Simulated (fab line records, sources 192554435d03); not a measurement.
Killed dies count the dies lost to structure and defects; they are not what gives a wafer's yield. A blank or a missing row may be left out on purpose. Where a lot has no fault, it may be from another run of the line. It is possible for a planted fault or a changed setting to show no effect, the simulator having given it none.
Lot-split experiment -- flow n5 finfet -- 21 wafers read from 7 lots, route of 1938 steps

## THE SPLIT ITSELF
At N5_BEOL_M3_COAT_67 (time 60 s, resist thk 60 nm), the setting spin rpm was moved away from the recipe's 1500 rpm on 8 of the 21 wafers read, by -4.9% to +6.4%. For the rest of the wafers, this setting stayed at what the recipe calls for.

## FROM THE SPLIT TO THE READING: what the file shows between them, 3 steps
- N5_BEOL_M3_ETCH_70: etches SOC in N2/H2, target depth 80 nm, overetch 16 nm, time 120 s (also split here: time s)
- N5_BEOL_M3_STRIP_71: strips in N2/H2
- N5_BEOL_M3_STRIP_78: strips in N2/H2

## THE READING
SOC_of_BEOL_M3_COAT_67.thk nm (the simulator's own value, which no gauge read), in nm, at N5_BEOL_M3_VIA_ETCH_34 (etches the open film in C4F6/O2, target depth 69.4 nm, time 65.9 s). The file gives no usual value for it. Across the 13 wafers here that went through the recipe, the average is 52.0 nm and the standard deviation 0.24 nm.

wafer,"tool, chamber at the split","spin rpm as run, rpm",against the recipe,"SOC_of_BEOL_M3_COAT_67.thk nm, nm",against lot-mates on the recipe
L075.2,"litho track-03, 0",1427,-4.9%,53.6,no lot-mate on the recipe
L075.4,"litho track-03, 0",1427,-4.9%,53.8,no lot-mate on the recipe
L075.6,"litho track-03, 0",1427,-4.9%,53.8,no lot-mate on the recipe
L078.2,"litho track-04, 0",1500,recipe,52,-
L078.4,"litho track-04, 0",1500,recipe,51.8,-
L078.6,"litho track-04, 0",1575,+5.0%,50.6,-1.3
L080.3,"litho track-03, 0",1500,recipe,51.8,-
L080.4,"litho track-03, 0",1500,recipe,51.8,-
L080.6,"litho track-03, 0",1500,recipe,51.8,-
L076.3,"litho track-04, 0",1549,+3.3%,51.4,-0.6
L076.4,"litho track-04, 0",1500,recipe,52,-
L076.6,"litho track-04, 0",1549,+3.3%,51.2,-0.8
L090.2,"litho track-03, 0",1500,recipe,51.8,-
L090.3,"litho track-03, 0",1500,recipe,52.4,-
L090.6,"litho track-03, 0",1500,recipe,52.4,-
L088.2,"litho track-04, 0",1500,recipe,51.8,-
L088.5,"litho track-04, 0",1500,recipe,51.6,-
L088.6,"litho track-04, 0",1500,recipe,52.2,-
L091.2,"litho track-04, 0",1596,+6.4%,50,-2.0
L091.3,"litho track-04, 0",1596,+6.4%,50.2,-1.8
L091.5,"litho track-04, 0",1500,recipe,52,-

THE FIT
A straight line over all 21 wafers: SOC_of_BEOL_M3_COAT_67.thk nm changes by -0.309 nm for each +1% of spin rpm; r = -0.97; the points scatter about the line by 0.25 nm.
The same after taking each lot's own level away (the mean of its wafers on the recipe; 18 wafers): -0.279 nm for each +1%; r = -0.96; scatter 0.19 nm.
The reading moves by 1.8 nm for the largest change in spin rpm, on that fit.
The lots' own levels span 51.80 to 52.20 nm, that is 1.7 times the standard deviation above.
So the slope is not independent of the lot-to-lot level: the two fits are not the same.
Check: -1.66 nm against its lot-mates is what the line predicts for one of the wafers moved furthest among these (+6.4%) when that wafer is left out of the fit. It came out at -2 nm against them.

## ADDITIONAL SPLITS CARRIED BY THESE WAFERS
Other splits were also applied to these wafers ahead of the reading. Each is held against what the fit with the lots' levels taken away leaves over:
other split on the same wafers,wafers away from the commonest value,r with SOC_of_BEOL_M3_COAT_67.thk nm (lot level and that fit taken away)
N5_BEOL_M0_SAQP_DEVELOP_13 develop time s,8,+0.05
N5_BEOL_M0_TRENCH_ETCH_107 target depth a,9,-0.22
N5_BEOL_M0_ETCH_109 bias w,4,+0.13
N5_BEOL_M1_HM_DEP_02 target thk a,7,-0.24
N5_BEOL_M2_TRENCH_ETCH_37 bias w,5,+0.31
N5_BEOL_M3_ETCH_64 bias w,9,-0.33
N5_BEOL_M3_ETCH_70 time s,7,+0.18

## THE WHOLE CHAIN: every reading that the file lists as answering this split, in the file's order
step,what it does,reading,change (the file's fit),r (the file's)
N5_BEOL_M3_COAT_67,"time 60 s, resist thk 60 nm","SOC_of_BEOL_M3_COAT_67.thk nm (the simulator's own value, which no gauge read)",-0.28 nm for each +1% of the setting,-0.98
N5_BEOL_M3_ETCH_70,"etches SOC in N2/H2, target depth 80 nm, overetch 16 nm, time 120 s","etch.depth nm (the simulator's own value, which no gauge read)",-0.282 nm for each +1% of the setting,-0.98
N5_BEOL_M3_VIA_ETCH_34,"etches the open film in C4F6/O2, target depth 69.4 nm, time 65.9 s","SOC_of_BEOL_M3_COAT_67.thk nm (the simulator's own value, which no gauge read)",-0.273 nm for each +1% of the setting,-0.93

## THE FILE'S OWN FIT
SOC_of_BEOL_M3_COAT_67.thk nm changes by -0.273 nm for each +1% of spin rpm, r = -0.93.
